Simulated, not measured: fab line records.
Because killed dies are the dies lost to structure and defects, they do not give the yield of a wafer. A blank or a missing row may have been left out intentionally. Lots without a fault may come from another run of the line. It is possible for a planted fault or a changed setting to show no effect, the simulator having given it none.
Which tool did it? || flow nandHarc || 6 lots, 18 wafers sampled, at 5 steps of a route of 1302

## WHAT THE GAUGES SHOWED, per wafer
NHARC_END_SORT_01.
{"lot": "L723", "measured": "day 26 03:23", "on": "prober-01", "killedOpen": "6 6 1"}
{"lot": "L728", "measured": "day 26 23:14", "on": "prober-01", "killedOpen": "4 2 3"}
{"lot": "L732", "measured": "day 29 04:56", "on": "prober-01", "killedOpen": "5 4 9"}
{"lot": "L734", "measured": "day 29 15:46", "on": "prober-02", "killedOpen": 3}
{"lot": "L743", "measured": "day 34 13:55", "on": "prober-01", "killedOpen": "4 3 0"}

## EACH LOT AND THE TOOL THAT RAN IT (in order: tool; ch and the chambers of the sampled wafers; start)
{"lot": "L723", "NHARC_A_CHANNEL_HOLE_D1_ETCH_33": "harEtch-01 ch 0,1, day 9 15:19", "NHARC_A_CHANNEL_FILL_D1_ALD_03": "aldSinBatch-01 ch 0, day 10 18:36 or earlier", "NHARC_A_CHANNEL_FILL_D1_ETCHBACK_20": "rieDiel-01 ch 1,3, day 10 18:36", "NHARC_A_CHANNEL_FILL_D1_STRIP_29": "rieDiel-11 ch 0,3, day 26 03:23 or earlier"}
{"lot": "L728", "NHARC_A_CHANNEL_HOLE_D1_ETCH_33": "harEtch-01 ch 0,1, day 11 13:43", "NHARC_A_CHANNEL_FILL_D1_ALD_03": "aldSinBatch-01 ch 0, day 12 16:05 or earlier", "NHARC_A_CHANNEL_FILL_D1_ETCHBACK_20": "rieDiel-05 ch 1,2, day 12 16:05", "NHARC_A_CHANNEL_FILL_D1_STRIP_29": "rieDiel-01 ch 1,2, day 26 23:14 or earlier"}
{"lot": "L732", "NHARC_A_CHANNEL_HOLE_D1_ETCH_33": "harEtch-01 ch 0,1, day 13 09:50", "NHARC_A_CHANNEL_FILL_D1_ALD_03": "aldSinBatch-03 ch 0, day 14 15:17 or earlier", "NHARC_A_CHANNEL_FILL_D1_ETCHBACK_20": "rieDiel-05 ch 0,2,3, day 14 15:17", "NHARC_A_CHANNEL_FILL_D1_STRIP_29": "rieDiel-11 ch 0,1,3, day 29 04:56 or earlier"}
{"lot": "L734", "NHARC_A_CHANNEL_HOLE_D1_ETCH_33": "harEtch-01 ch 0,1, day 13 21:35", "NHARC_A_CHANNEL_FILL_D1_ALD_03": "aldSinBatch-02 ch 0, day 15 01:52 or earlier", "NHARC_A_CHANNEL_FILL_D1_ETCHBACK_20": "rieDiel-01 ch 0,1, day 15 01:52", "NHARC_A_CHANNEL_FILL_D1_STRIP_29": "rieDiel-11 ch 2,3, day 29 15:46 or earlier"}
{"lot": "L742", "NHARC_A_CHANNEL_HOLE_D1_ETCH_33": "harEtch-01 ch 0,1, day 17 17:56", "NHARC_A_CHANNEL_FILL_D1_ALD_03": "aldSinBatch-01 ch 0, day 19 01:44 or earlier", "NHARC_A_CHANNEL_FILL_D1_ETCHBACK_20": "rieDiel-05 ch 0,1, day 19 01:44", "NHARC_A_CHANNEL_FILL_D1_STRIP_29": "rieDiel-05 ch 0,2, no start"}
{"lot": "L743", "NHARC_A_CHANNEL_HOLE_D1_ETCH_33": "harEtch-01 ch 0,1, day 18 06:22", "NHARC_A_CHANNEL_FILL_D1_ALD_03": "aldSinBatch-03 ch 0, day 19 08:49 or earlier", "NHARC_A_CHANNEL_FILL_D1_ETCHBACK_20": "rieDiel-05 ch 0,1, day 19 08:49", "NHARC_A_CHANNEL_FILL_D1_STRIP_29": "rieDiel-05 ch 0,2, day 34 13:55 or earlier"}
- NHARC_A_CHANNEL_HOLE_D1_ETCH_33: etches the open film in C4F8/O2/Ar, time 90 s, target depth 400 nm.
- NHARC_A_CHANNEL_FILL_D1_ALD_03: deposits SiNx, target thk 6 nm, pulse time 60 s, ald cycles 58.
- NHARC_A_CHANNEL_FILL_D1_ETCHBACK_20: etches the open film in C4F8/O2/Ar, target depth 27 nm, time 13.5 s.
- NHARC_A_CHANNEL_FILL_D1_STRIP_29: strips in O2, time 20 s.

## THE ANSWER, worked out from the rows above alone
Rule: usual is defined by the lots themselves. The widest of any qualifying gaps counts: lots, ordered by their means at a reading, are off when they make up no more than a third of the lots, leave a main group of 4 or more, and stand apart from it by 3 or more times the standard deviation of that group's means. A main group is skipped when, at the precision printed for the reading in the tables above, its means are all equal. A lot without any number at a reading at which 4 lots or more have one is off too. Any other lot the step has rows for is counted as sound.
None of the lots is off at any reading shown; this tells nothing.

## WHAT WAS PUT IN BY THE SIMULATOR
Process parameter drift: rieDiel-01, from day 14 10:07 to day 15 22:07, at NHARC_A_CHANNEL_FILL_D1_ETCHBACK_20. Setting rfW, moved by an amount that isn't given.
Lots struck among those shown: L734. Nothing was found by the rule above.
